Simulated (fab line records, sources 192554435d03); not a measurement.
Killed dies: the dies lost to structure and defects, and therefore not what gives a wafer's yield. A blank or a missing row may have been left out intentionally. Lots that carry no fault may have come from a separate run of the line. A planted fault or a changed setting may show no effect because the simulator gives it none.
Chamber matching :: flow n5 finfet :: 3 sister chambers for N5_FIN_SAQP_PECVD_48 on pecvd-03
The step deposits SiNx from SiH4/NH3/N2, target thk 25 nm, time 22.1 s. 3 wafers are shown with their chamber, then 8 later ones without.

== WAFERS, EACH WITH ITS CHAMBER ==
wafer: L081.3
chamber: 2
throttle valve pct (%): 36.4

wafer: L081.6
chamber: 0
throttle valve pct (%): 39.0

wafer: L089.2
chamber: 1
throttle valve pct (%): 40.4

== WAFERS MISSING THEIR CHAMBER ==
wafer: L089.4
throttle valve pct (%): 36.4

wafer: L089.5
throttle valve pct (%): 40.4

wafer: L094.3
throttle valve pct (%): 40.2

wafer: L094.5
throttle valve pct (%): 40.4

wafer: L094.6
throttle valve pct (%): 38.9

wafer: L095.1
throttle valve pct (%): 40.2

wafer: L095.3
throttle valve pct (%): 36.5

wafer: L095.6
throttle valve pct (%): 36.8

== WHICH CHAMBER EACH ONE RAN IN ==
wafer: L089.4
from the rows above: 2
in truth: 2

wafer: L089.5
from the rows above: 1
in truth: 1

wafer: L094.3
from the rows above: 1
in truth: 1

wafer: L094.5
from the rows above: 1
in truth: 1

wafer: L094.6
from the rows above: 0
in truth: 0

wafer: L095.1
from the rows above: 1
in truth: 1

wafer: L095.3
from the rows above: 2
in truth: 2

wafer: L095.6
from the rows above: 2
in truth: 2
Placed correctly: 8 of 8. Left unplaced by these rows: 0. Placed wrongly: 0.
How it was worked out, from the rows above alone: a wafer's distance from a chamber is the root of the sum, over the readings, of the square of ((its reading less the chamber's mean) divided by the reading's scatter). The wafer belongs to the nearest chamber; if the next one is less than 2 further off, it can't be placed. The mean given for a chamber averages the wafers shown for that chamber. The scatter: root of mean squared gap, hidden wafer to nearest shown wafer, with one shown wafer a chamber.
